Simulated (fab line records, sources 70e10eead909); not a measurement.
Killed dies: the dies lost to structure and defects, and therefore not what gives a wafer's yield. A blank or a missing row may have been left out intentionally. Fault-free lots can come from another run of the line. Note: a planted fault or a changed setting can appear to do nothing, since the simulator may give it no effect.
Matching of chambers ; flow nandHarc ; rieDiel-01 running NHARC_A_STAIRCASE_TRIM_22: 4 sister chambers
The step chemistry O2, time 211.2 s. 14 wafers are shown with their chamber, then 6 later ones without.

== WAFERS PAIRED WITH THEIR CHAMBERS ==
wafer;chamber;drypumpMotorCurrentA (A);showerheadPlenumPTorr (Torr);runLengthS (s)
L782.2;2;5.9;3.35;232.2
L782.4;2;5.9;3.34;232.2
L782.5;3;5.3;3.35;232.9
L787.3;3;5.3;3.34;233.1
L787.5;2;5.9;3.33;232.2
L787.6;3;5.2;3.34;233.3
L789.5;0;5.7;3.46;232.1
L789.6;3;5.3;3.34;232.9
L800.2;3;5.3;3.33;233.3
L800.3;1;4.9;3.58;233.4
L800.4;1;4.9;3.58;233.1
L801.2;0;5.7;3.44;232.3
L801.4;1;4.8;3.58;233.6
L801.5;0;5.7;3.44;232.2

SIGNATURES (averages over the wafers above)
reading;chamber 0;chamber 1;chamber 2;chamber 3;scatter within a chamber
drypumpMotorCurrentA;5.700;4.867;5.900;5.280;0.0383
showerheadPlenumPTorr;3.4467;3.5800;3.3400;3.3400;0.00816
runLengthS;232.200;233.367;232.200;233.100;0.175
Rule: for a wafer and a chamber, the distance is found by dividing, reading by reading, the gap between the wafer's reading and the chamber's mean by the reading's scatter, squaring, summing and taking the root. The wafer belongs to the nearest chamber; if the next one is less than 2 further off, it can't be placed. The scatter is the square root of a quotient: the sum, over the shown wafers, of each reading's squared deviation from its chamber's mean, divided by wafers minus chambers.

== WAFERS MISSING THEIR CHAMBER ==
wafer;drypumpMotorCurrentA (A);showerheadPlenumPTorr (Torr);runLengthS (s)
L803.1;5.9;3.31;232.2
L803.3;4.8;3.58;233.9
L803.6;5.9;3.31;232.6
L804.1;5.9;3.31;232.2
L804.2;5.2;3.32;232.9
L804.5;5.9;3.31;231.8

== CHAMBER TAKEN BY EACH ==
wafer;from the rows above;in truth
L803.1;2;2
L803.3;1;1
L803.6;2;2
L804.1;2;2
L804.2;3;3
L804.5;2;2
Correct placement for 6 of the 6. Number that these rows cannot place: 0. 0 placed wrongly.
